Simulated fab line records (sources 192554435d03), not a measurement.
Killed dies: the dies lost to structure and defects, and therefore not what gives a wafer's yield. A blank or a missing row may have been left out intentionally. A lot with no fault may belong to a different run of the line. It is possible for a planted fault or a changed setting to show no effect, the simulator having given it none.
Split-lot trial || flow n5 finfet || 21 wafers read across 7 lots, on a route 1938 steps long

SPLIT DETAILS
At N5_PASSIVATION_PECVD_35 (deposits SiNx from SiH4/NH3/N2, target thk 700 nm, time 151.3 s), the setting time s was moved away from the recipe's 151.3 s on 6 of the 21 wafers read, by -12.9% to +13.8%. This setting was run at the recipe's value on the other wafers.

The reading is taken at the split's own step.

THE READING
SiNx_of_PASSIVATION_PECVD_35.thk nm (the simulator's own value, which no gauge read), in nm, at N5_PASSIVATION_PECVD_35 (deposits SiNx from SiH4/NH3/N2, target thk 700 nm, time 151.3 s). No usual value for it is given in the file. Across the 15 wafers here that went through the recipe, the average is 703.4 nm and the standard deviation 9.2 nm.

{"wafer": "L076.3", "tool, chamber at the split": "pecvd-04, 2", "time s as run, s": 151.3, "against the recipe": "recipe", "SiNx_of_PASSIVATION_PECVD_35.thk nm, nm": 701.4, "against lot-mates on the recipe": "-"}
{"wafer": "L076.5", "tool, chamber at the split": "pecvd-04, 0", "time s as run, s": 151.3, "against the recipe": "recipe", "SiNx_of_PASSIVATION_PECVD_35.thk nm, nm": 703.8, "against lot-mates on the recipe": "-"}
{"wafer": "L076.6", "tool, chamber at the split": "pecvd-04, 1", "time s as run, s": 143.1, "against the recipe": "-5.4%", "SiNx_of_PASSIVATION_PECVD_35.thk nm, nm": 654.6, "against lot-mates on the recipe": -48.0}
{"wafer": "L079.2", "tool, chamber at the split": "pecvd-02, 2", "time s as run, s": 151.3, "against the recipe": "recipe", "SiNx_of_PASSIVATION_PECVD_35.thk nm, nm": 700.8, "against lot-mates on the recipe": "-"}
{"wafer": "L079.5", "tool, chamber at the split": "pecvd-02, 1", "time s as run, s": 151.3, "against the recipe": "recipe", "SiNx_of_PASSIVATION_PECVD_35.thk nm, nm": 700.6, "against lot-mates on the recipe": "-"}
{"wafer": "L079.6", "tool, chamber at the split": "pecvd-02, 0", "time s as run, s": 151.3, "against the recipe": "recipe", "SiNx_of_PASSIVATION_PECVD_35.thk nm, nm": 710.8, "against lot-mates on the recipe": "-"}
{"wafer": "L078.1", "tool, chamber at the split": "pecvd-01, 2", "time s as run, s": 151.3, "against the recipe": "recipe", "SiNx_of_PASSIVATION_PECVD_35.thk nm, nm": 699.4, "against lot-mates on the recipe": "-"}
{"wafer": "L078.3", "tool, chamber at the split": "pecvd-01, 2", "time s as run, s": 151.3, "against the recipe": "recipe", "SiNx_of_PASSIVATION_PECVD_35.thk nm, nm": 710.8, "against lot-mates on the recipe": "-"}
{"wafer": "L078.6", "tool, chamber at the split": "pecvd-01, 2", "time s as run, s": 151.3, "against the recipe": "recipe", "SiNx_of_PASSIVATION_PECVD_35.thk nm, nm": 708.8, "against lot-mates on the recipe": "-"}
{"wafer": "L080.1", "tool, chamber at the split": "pecvd-01, 1", "time s as run, s": 137.3, "against the recipe": "-9.3%", "SiNx_of_PASSIVATION_PECVD_35.thk nm, nm": 617.8, "against lot-mates on the recipe": -83.0}
{"wafer": "L080.3", "tool, chamber at the split": "pecvd-01, 2", "time s as run, s": 151.3, "against the recipe": "recipe", "SiNx_of_PASSIVATION_PECVD_35.thk nm, nm": 717.8, "against lot-mates on the recipe": "-"}
{"wafer": "L080.4", "tool, chamber at the split": "pecvd-01, 1", "time s as run, s": 151.3, "against the recipe": "recipe", "SiNx_of_PASSIVATION_PECVD_35.thk nm, nm": 683.8, "against lot-mates on the recipe": "-"}
{"wafer": "L083.3", "tool, chamber at the split": "pecvd-04, 2", "time s as run, s": 172.2, "against the recipe": "+13.8%", "SiNx_of_PASSIVATION_PECVD_35.thk nm, nm": 800, "against lot-mates on the recipe": "+88.6"}
{"wafer": "L083.4", "tool, chamber at the split": "pecvd-04, 0", "time s as run, s": 172.2, "against the recipe": "+13.8%", "SiNx_of_PASSIVATION_PECVD_35.thk nm, nm": 814.4, "against lot-mates on the recipe": "+103.0"}
{"wafer": "L083.6", "tool, chamber at the split": "pecvd-04, 1", "time s as run, s": 151.3, "against the recipe": "recipe", "SiNx_of_PASSIVATION_PECVD_35.thk nm, nm": 711.4, "against lot-mates on the recipe": "-"}
{"wafer": "L085.3", "tool, chamber at the split": "pecvd-04, 1", "time s as run, s": 151.3, "against the recipe": "recipe", "SiNx_of_PASSIVATION_PECVD_35.thk nm, nm": 691.6, "against lot-mates on the recipe": "-"}
{"wafer": "L085.5", "tool, chamber at the split": "pecvd-04, 0", "time s as run, s": 151.3, "against the recipe": "recipe", "SiNx_of_PASSIVATION_PECVD_35.thk nm, nm": 715.4, "against lot-mates on the recipe": "-"}
{"wafer": "L085.6", "tool, chamber at the split": "pecvd-04, 1", "time s as run, s": 151.3, "against the recipe": "recipe", "SiNx_of_PASSIVATION_PECVD_35.thk nm, nm": 703.6, "against lot-mates on the recipe": "-"}
{"wafer": "L087.2", "tool, chamber at the split": "pecvd-02, 1", "time s as run, s": 151.3, "against the recipe": "recipe", "SiNx_of_PASSIVATION_PECVD_35.thk nm, nm": 691.2, "against lot-mates on the recipe": "-"}
{"wafer": "L087.4", "tool, chamber at the split": "pecvd-02, 1", "time s as run, s": 131.8, "against the recipe": "-12.9%", "SiNx_of_PASSIVATION_PECVD_35.thk nm, nm": 602, "against lot-mates on the recipe": -89.2}
{"wafer": "L087.5", "tool, chamber at the split": "pecvd-02, 2", "time s as run, s": 131.8, "against the recipe": "-12.9%", "SiNx_of_PASSIVATION_PECVD_35.thk nm, nm": 609.2, "against lot-mates on the recipe": -82.0}

THE FIT
A straight line over all 21 wafers: SiNx_of_PASSIVATION_PECVD_35.thk nm changes by +7.76 nm for each +1% of time s; r = +0.98; the points scatter about the line by 9.3 nm.
The same after taking each lot's own level away (the mean of its wafers on the recipe; 21 wafers): +7.08 nm for each +1%; r = +0.98; scatter 9.1 nm.
According to that fit, moving time s by its largest amount changes the reading by 98 nm.
From 691.20 to 711.40 nm: that is the span of the lots' own levels, equal to 2.2 times the standard deviation above.
The two slopes agree, so the slope changes little with the lot-to-lot level.
Check: for one of the wafers moved furthest among these (+13.8%), held out of the fit, the line's prediction against its lot-mates is +100 nm. It came out at +88.6 nm against them.

OTHER SPLITS ON THESE WAFERS
Before the reading, these wafers also passed through other splits. Each is held against what the fit with the lots' levels taken away leaves over:
{"other split on the same wafers": "N5_BEOL_M12_SPUTTER_44 power w", "wafers away from the commonest value": 5, "r with SiNx_of_PASSIVATION_PECVD_35.thk nm (lot level and that fit taken away)": "+0.12"}
{"other split on the same wafers": "N5_BEOL_M13_COAT_22 spin rpm", "wafers away from the commonest value": 6, "r with SiNx_of_PASSIVATION_PECVD_35.thk nm (lot level and that fit taken away)": -0.18}
{"other split on the same wafers": "N5_BEOL_M13_EXPOSE_25 dose mj", "wafers away from the commonest value": 5, "r with SiNx_of_PASSIVATION_PECVD_35.thk nm (lot level and that fit taken away)": "+0.26"}
{"other split on the same wafers": "N5_BEOL_M14_ETCH_68 time s", "wafers away from the commonest value": 7, "r with SiNx_of_PASSIVATION_PECVD_35.thk nm (lot level and that fit taken away)": "+0.35"}
{"other split on the same wafers": "N5_MIM_BOT_SPUTTER_00 time s", "wafers away from the commonest value": 7, "r with SiNx_of_PASSIVATION_PECVD_35.thk nm (lot level and that fit taken away)": -0.15}
{"other split on the same wafers": "N5_MIM_TOP_SPUTTER_03 power w", "wafers away from the commonest value": 5, "r with SiNx_of_PASSIVATION_PECVD_35.thk nm (lot level and that fit taken away)": "+0.07"}
{"other split on the same wafers": "N5_PASSIVATION_ETCH_59 time s", "wafers away from the commonest value": 8, "r with SiNx_of_PASSIVATION_PECVD_35.thk nm (lot level and that fit taken away)": -0.22}
{"other split on the same wafers": "N5_PASSIVATION_PECVD_53 temp c", "wafers away from the commonest value": 11, "r with SiNx_of_PASSIVATION_PECVD_35.thk nm (lot level and that fit taken away)": -0.50}

FILE'S OWN FIT
SiNx_of_PASSIVATION_PECVD_35.thk nm changes by +7.32 nm for each +1% of time s, r = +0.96.
